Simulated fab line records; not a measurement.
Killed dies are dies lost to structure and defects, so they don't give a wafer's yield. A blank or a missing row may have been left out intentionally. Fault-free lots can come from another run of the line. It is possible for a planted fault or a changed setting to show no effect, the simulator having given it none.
Split-lot trial | flow n5Finfet | 7 lots, 21 wafers read, on a route of 1938 steps

THE SPLIT ITSELF
At N5_BEOL_M8_TRENCH_ETCH_37 (etches SiCOH lowk in C4F6/O2, target depth 93.478 nm, time 31.2 s), the setting timeS was moved away from the recipe's 31.2 s on 7 of the 21 wafers read, by -17.8% to -8.4%. All remaining wafers had this setting at the recipe value.

FROM THE SPLIT TO THE READING: what the file shows between them, 11 steps
- N5_BEOL_M8_ETCH_41: etches SiCN in CH3F/O2, target depth 31.9 nm, time 57.8 s
- N5_BEOL_M8_STRIP_80: strips in N2/H2, time 10 s
- N5_BEOL_M8_OCD_MEAS_38
- N5_BEOL_M8_HM_STRIP_39: strips TiN in peroxide tin strip, target depth 25 nm, time 158 s
- N5_BEOL_M8_SRD_40: time 30 s
- N5_BEOL_M8_ECD_50: material Cu, target thk 300 nm
- N5_BEOL_M8_ANNEAL_51: time 90 s
- N5_BEOL_M8_CMP_52: polishes, stops on SiCOH lowk, t overpolish 6.9 s, target thk 80 nm
- N5_BEOL_M8_THK_MEAS_53: measures by xrf
- N5_BEOL_M8_PRE_CLEAN_55: time 15 s
- N5_BEOL_M8_DEP_56: deposits SiCN from 3MS/NH3, target thk 10 nm, time 17.5 s

THE READING
At N5_BEOL_M8_RS_MEAS_57, a four-point-probe measurement gives M8_RS in ohm/sq. Typical for fault-free wafers on this fab line: 0.287 ohm/sq, with standard deviation 0.0099 ohm/sq.

wafer  | tool, chamber at the split | timeS as run, s | against the recipe | M8_RS, ohm/sq | against lot-mates on the recipe
L080.1 | rieDiel-04, 2              | 31.2            | recipe             | 0.287         | -
L080.4 | rieDiel-04, 0              | 31.2            | recipe             | 0.308         | -
L080.5 | rieDiel-04, 0              | 31.2            | recipe             | 0.306         | -
L083.3 | rieDiel-06, 2              | 27.7            | -11.2%             | 0.330         | no lot-mate on the recipe
L083.4 | rieDiel-06, 1              | 27.7            | -11.2%             | 0.330         | no lot-mate on the recipe
L083.6 | rieDiel-06, 2              | 27.7            | -11.2%             | 0.350         | no lot-mate on the recipe
L087.2 | rieDiel-06, 2              | 31.2            | recipe             | 0.285         | -
L087.3 | rieDiel-06, 3              | 31.2            | recipe             | 0.281         | -
L087.5 | rieDiel-06, 3              | 31.2            | recipe             | 0.279         | -
L091.2 | rieDiel-06, 2              | 31.2            | recipe             | 0.282         | -
L091.5 | rieDiel-06, 1              | 31.2            | recipe             | 0.277         | -
L091.6 | rieDiel-06, 0              | 31.2            | recipe             | 0.283         | -
L096.1 | rieDiel-05, 1              | 31.2            | recipe             | 0.290         | -
L096.3 | rieDiel-05, 2              | 28.59           | -8.4%              | 0.332         | +0.042
L096.6 | rieDiel-05, 0              | 28.59           | -8.4%              | 0.315         | +0.025
L095.3 | rieDiel-06, 0              | 31.2            | recipe             | 0.284         | -
L095.4 | rieDiel-06, 3              | 31.2            | recipe             | 0.278         | -
L095.5 | rieDiel-06, 3              | 27.23           | -12.7%             | 0.334         | +0.053
L097.4 | rieDiel-04, 2              | 31.2            | recipe             | 0.288         | -
L097.5 | rieDiel-04, 1              | 25.66           | -17.8%             | 0.382         | +0.093
L097.6 | rieDiel-04, 0              | 31.2            | recipe             | 0.290         | -

THE FIT
A straight line over all 21 wafers: M8_RS changes by -0.00463 ohm/sq for each +1% of timeS; r = -0.94; the points scatter about the line by 0.01 ohm/sq.
The same after taking each lot's own level away (the mean of its wafers on the recipe; 18 wafers): -0.00472 ohm/sq for each +1%; r = -0.97; scatter 0.0065 ohm/sq.
The reading moves by 0.084 ohm/sq for the largest change in timeS, on that fit.
The span of the lots' own levels, 0.2807 to 0.3003 ohm/sq, comes to 2.0 times the standard deviation stated above.
So the lot-to-lot level changes the slope little: the two slopes agree.
Check: for one of the wafers moved furthest among these (-17.8%), held out of the fit, the line's prediction against its lot-mates is +0.0727 ohm/sq. Against them it came out at +0.093 ohm/sq.

THE WHOLE CHAIN: every reading that the file lists as answering this split, in the file's order
step                      | what it does                                                        | reading                                                                     | change (the file's fit)               | r (the file's)
N5_BEOL_M8_TRENCH_ETCH_37 | etches SiCOH lowk in C4F6/O2, target depth 93.478 nm, time 31.2 s   | BEOL_M8.featureDepthNm (the simulator's own value, which no gauge read)     | +0.943 nm for each +1% of the setting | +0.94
N5_BEOL_M8_TRENCH_ETCH_37 | etches SiCOH lowk in C4F6/O2, target depth 93.478 nm, time 31.2 s   | etch.depthNm (the simulator's own value, which no gauge read)               | +0.938 nm for each +1% of the setting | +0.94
N5_BEOL_M8_OCD_MEAS_38    |                                                                     | trenchDepthNm                                                               | +0.939 nm for each +1% of the setting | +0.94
N5_BEOL_M8_CMP_52         | polishes, stops on SiCOH lowk, t overpolish 6.9 s, target thk 80 nm | Cu_of_BEOL_M8_ECD_50.thkNm (the simulator's own value, which no gauge read) | +0.893 nm for each +1% of the setting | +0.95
N5_BEOL_M8_THK_MEAS_53    | measures by xrf                                                     | M8_THK                                                                      | +0.877 for each +1% of the setting    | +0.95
N5_BEOL_M8_RS_MEAS_57     | measures by four-point-probe                                        | M8_RS                                                                       | -0.00475 for each +1% of the setting  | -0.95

THE FILE'S OWN FIT
M8_RS changes by -0.00475 ohm/sq for each +1% of timeS, r = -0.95.
